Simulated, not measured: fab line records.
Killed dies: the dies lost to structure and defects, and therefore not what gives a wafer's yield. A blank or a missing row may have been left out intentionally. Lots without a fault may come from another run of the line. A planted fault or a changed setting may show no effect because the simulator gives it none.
Split-lot study | flow n5_finfet | route with 1938 steps; 7 lots, 21 wafers read

## ABOUT THE SPLIT
At N5_HKMG_FIN_ETCH_58 (etches SOC in N2/H2, target depth 215.8 nm, time 741 s), the setting source_w was moved away from the recipe's 875 W on 5 of the 21 wafers read, by -14.3% to +16.6%. This setting was run at the recipe's value on the other wafers.

The split's own step is where the reading is taken.

## THE READING
rf_vpp_V, in V, at N5_HKMG_FIN_ETCH_58 (etches SOC in N2/H2, target depth 215.8 nm, time 741 s). A value of 99.3 V with a standard deviation of 0.9 V is what fault-free wafers of this fab line usually give.

wafer  | tool, chamber at the split | source_w as run, W | against the recipe | rf_vpp_V, V | against lot-mates on the recipe
L076.1 | rie_diel-05, 2             | 875                | recipe             | 100.1       | -
L076.5 | rie_diel-05, 1             | 875                | recipe             | 99.5        | -
L076.6 | rie_diel-05, 2             | 919.5              | +5.1%              | 98.6        | -1.2
L080.2 | rie_diel-01, 2             | 1020               | +16.6%             | 94.7        | -6.9
L080.4 | rie_diel-01, 0             | 1020               | +16.6%             | 92.9        | -8.7
L080.5 | rie_diel-01, 3             | 875                | recipe             | 101.6       | -
L081.2 | rie_diel-01, 3             | 875                | recipe             | 98.7        | -
L081.3 | rie_diel-01, 0             | 804.3              | -8.1%              | 100.6       | +1.2
L081.4 | rie_diel-01, 1             | 875                | recipe             | 100.0       | -
L084.3 | rie_diel-05, 1             | 875                | recipe             | 100.9       | -
L084.5 | rie_diel-05, 3             | 749.7              | -14.3%             | 105.1       | +5.4
L084.6 | rie_diel-05, 2             | 875                | recipe             | 98.4        | -
L091.1 | rie_diel-01, 3             | 875                | recipe             | 99.0        | -
L091.4 | rie_diel-01, 1             | 875                | recipe             | 100.0       | -
L091.5 | rie_diel-01, 3             | 875                | recipe             | 97.3        | -
L093.3 | rie_diel-02, 0             | 875                | recipe             | 97.6        | -
L093.5 | rie_diel-02, 2             | 875                | recipe             | 100.5       | -
L093.6 | rie_diel-02, 3             | 875                | recipe             | 98.2        | -
L094.1 | rie_diel-05, 3             | 875                | recipe             | 99.2        | -
L094.2 | rie_diel-05, 0             | 875                | recipe             | 99.4        | -
L094.5 | rie_diel-05, 3             | 875                | recipe             | 98.9        | -

FIT RESULTS
A straight line over all 21 wafers: rf_vpp_V changes by -0.332 V for each +1% of source_w; r = -0.88; the points scatter about the line by 1.2 V.
The same after taking each lot's own level away (the mean of its wafers on the recipe; 21 wafers): -0.414 V for each +1%; r = -0.93; scatter 1 V.
That fit puts the effect of the largest move of source_w on the reading at 6.9 V.
Measured against the standard deviation above, the lots' own levels, which go from 98.77 to 101.60 V, span 3.1 times it.
Hence the slope depends on the lot-to-lot level, as the two fits are not the same.
Check: for one of the wafers moved furthest among these (+16.6%), held out of the fit, the line's prediction against its lot-mates is -7.1 V. Against them it came out at -6.9 V.
Tool readings at the split's step, against how far the setting was moved: rf_vpp_V r = -0.88.

## OTHER SPLITS ON THESE WAFERS
Note: prior to the reading, these wafers also went through further splits. Each is held against what the fit with the lots' levels taken away leaves over:
other split on the same wafers     | wafers away from the commonest value | r with rf_vpp_V (lot level and that fit taken away)
N5_SD_EPI_P_ETCH_16 target_depth_a | 5                                    | -0.01
N5_HKMG_FIN_ETCH_55 time_s         | 5                                    | -0.26

## FILE'S OWN FIT
rf_vpp_V changes by -0.391 V for each +1% of source_w, r = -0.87.
